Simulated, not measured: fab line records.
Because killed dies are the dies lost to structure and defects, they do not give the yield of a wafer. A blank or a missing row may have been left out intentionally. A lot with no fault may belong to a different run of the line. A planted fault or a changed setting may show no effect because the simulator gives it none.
Chamber matching ; flow n5-finfet ; rie-diel-01 running N5_BEOL_M0_SAQP_STRIP_86: 4 sister chambers
The step strips in N2/H2. 4 wafers are shown with their chamber, then 8 later ones without.

EACH WAFER AND ITS CHAMBER
wafer;chamber;drypump-motor-current-A (A)
L089.4;0;5.1
L089.5;2;5.4
L089.6;3;6.4
L094.1;1;5.7

WAFERS MISSING THEIR CHAMBER
wafer;drypump-motor-current-A (A)
L094.4;5.5
L094.6;5.1
L095.1;5.6
L095.3;5.4
L095.4;5.4
L096.1;5.7
L096.3;5.4
L096.4;5.4

THE CHAMBER EACH PASSED THROUGH
wafer;from the rows above;in truth
L094.4;2;2
L094.6;0;0
L095.1;can't be placed: 1 or 2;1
L095.3;2;2
L095.4;2;2
L096.1;1;1
L096.3;2;2
L096.4;2;2
Correct placement for 7 of the 8. Can't be placed from these rows: 1 (the true chamber is among the candidates in 1). Number placed wrongly: 0.
How it was worked out, from the rows above alone: a wafer's distance from a chamber is the root of the sum, over the readings, of the square of ((its reading less the chamber's mean) divided by the reading's scatter). The wafer belongs to the nearest chamber; if the next one is less than 2 further off, it can't be placed. For every chamber, the mean is computed from those of its wafers that are shown. The scatter: root of mean squared gap, hidden wafer to nearest shown wafer, with one shown wafer a chamber.
